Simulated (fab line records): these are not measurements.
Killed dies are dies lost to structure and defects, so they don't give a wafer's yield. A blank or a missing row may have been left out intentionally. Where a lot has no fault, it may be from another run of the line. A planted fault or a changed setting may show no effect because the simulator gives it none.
Comparing a struck lot with a sound one | flow n5 finfet | 16 out of 1938 route steps
Sound: the wafers L872.2, L872.3, L872.5. Struck: wafer L881.4. (L881.1, L881.3 of the same lot were not struck and are left out.) The cause comes at the end.
At each step with rows: each side's tool, then ch and its chambers, then its first start. Under that, the readings that differ: sound wafers | struck wafers | difference of the means | sigmas: that difference in standard deviations of wafers without a fault.
alike: readings with means less than 2 such deviations apart, plus words and numbers identical on both sides. not compared: withheld readings, readings lacking a value on some wafer, bounds such as >300 that could conceal the same value, and numbers that have no deviation in the record and whose values overlap.
The two part at a step that has a row with sigmas, a row that says differs or no value, or rows on one side only. When numbers do not overlap yet have no deviation, they are printed without sigmas and do not part them. A reading missing from all wafers of one side parts the sides only when that side holds two or more wafers.

first, 4 steps without rows for these wafers: N5_BEOL_M2_SOFTBAKE_23 (time 60 s); N5_BEOL_M2_EXPOSE_25 (exposes mask V1, defocus 5 nm); N5_BEOL_M2_PEB_26 (peb time 60 s); N5_BEOL_M2_DEVELOP_27 (develop time 30 s).
N5_BEOL_M2_CD_MEAS_28: target cd 26.2 nm, target cd y 24.1 nm.
  sound on cd sem-01 ch 0, day 7 03:41; struck on cd sem-02 ch 0, day 9 21:19
  alike: cd nm
N5_BEOL_M2_OVL_MEAS_29:
  sound on overlay-01 ch 0, day 7 03:43; struck on overlay-01 ch 0, day 9 21:20
  alike: V1_OVL
N5_BEOL_M2_INSPECT_30: inspects for defects (brightfield).
  sound: defect inspect-02 at day 7 03:47; struck: defect inspect-01 at day 9 21:24
  alike: raw defect count
N5_BEOL_M2_DESCUM_33: chemistry O2, time 7 s.
  sound on rie diel-02 ch 0,2,3, day 7 03:54; struck on rie diel-02 ch 0, day 9 21:26
  alike: drypump motor current A, oes product au, rf vpp V, showerhead plenum p Torr, temp c, throttle valve pct
  not compared: rf hours counter h
N5_BEOL_M2_ETCH_77: etches underlayer in N2/H2, target depth 6.5 nm, time 5.2 s.
  sound on rie diel-02 ch 0,2,3, day 7 03:56; struck on rie diel-02 ch 0, day 9 21:28
  alike: bias w, drypump motor current A, etch rf on time s, oes product au, rf vpp V, showerhead plenum p Torr, throttle valve pct
  not compared: rf hours counter h
N5_BEOL_M2_ETCH_69: etches SiARC in CF4, target depth 15.6 nm, time 26 s.
  sound on rie diel-02 ch 0,2,3, day 7 03:58; struck on rie diel-02 ch 0, day 9 21:29
  alike: bias w, drypump motor current A, etch rf on time s, oes product au, rf vpp V, showerhead plenum p Torr, throttle valve pct
  not compared: rf hours counter h
N5_BEOL_M2_ALD_98: deposits SiO2, target thk 2.5 nm, pulse time 1 s, co reactant pulse time 1 s.
  sound on ald sin-04 ch 1,2,3, day 7 04:02; struck on ald sin-02 ch 0, day 9 21:35
  alike: heater power w, precursor pulse height rel
N5_BEOL_M2_ETCHBACK_99: etches SiO2 in CHF3, target depth 5 nm, time 10.4 s.
  sound on rie diel-01 ch 1,2, day 7 05:30; struck on rie diel-01 ch 0, day 9 23:56
  alike: bias w, drypump motor current A, oes product au, rf vpp V, showerhead plenum p Torr, throttle valve pct
  not compared: rf hours counter h
N5_BEOL_M2_ETCH_70: etches SOC in N2/H2, target depth 80 nm, overetch 24 nm, time 130 s.
  sound on rie diel-01 ch 1,2, day 7 05:32; struck on rie diel-01 ch 0, day 9 23:59
  reading                                    | sound             | struck | difference | sigmas
  bias w (W)                                 | 150.1 149.9 149.2 | 151.0  | +1.3       | +3
  model.SiARC_of_BEOL_M2_COAT_68.thk nm (nm) | 5.8 5.8 6         | 7.4    | +1.5       |
  alike: drypump motor current A, oes product au, rf vpp V, showerhead plenum p Torr, temp c, throttle valve pct
  not compared: rf hours counter h
then, 1 step without rows for these wafers: N5_BEOL_M2_STRIP_71 (strips in N2/H2).
N5_BEOL_M4_RC_MEAS_101:
  sound on prober-01 ch 0, day 8 13:10; struck on prober-01 ch 0, day 11 11:22
  alike: DIBL_N, DIBL_P, IOFF_N, IOFF_P, ION_N, ION_P, SS_N, SS_P, VT_N, VT_P
-- a jump in the record: the struck wafers' starts before and after are 5 days apart (it breaks off in module BEOL_M4 and resumes in module PASSIVATION, where the first step shown is number 1936 of the route) --
N5_PASSIVATION_PROBE_49:
  sound: prober-01 at day 13 02:47; struck: prober-02 at day 16 05:10
  alike: defect limited yield, killed_at_M0_to_M3, killed_at_M4_up, killed at contacts, killed at front end, killed at other, killed dies, killed open, killed short, sort_bin_5_function, sort_bin_6_memory, sort n pass, sort yield pct

WHERE THEY PART
N5_BEOL_M2_ETCH_70 only, going by this record. Later steps at which nothing parts them and some readings are alike: N5_BEOL_M4_RC_MEAS_101, N5_PASSIVATION_PROBE_49.

WHY: whatever the simulator had introduced
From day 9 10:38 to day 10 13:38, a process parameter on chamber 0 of rie diel-01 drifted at N5_BEOL_M2_ETCH_70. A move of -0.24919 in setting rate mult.
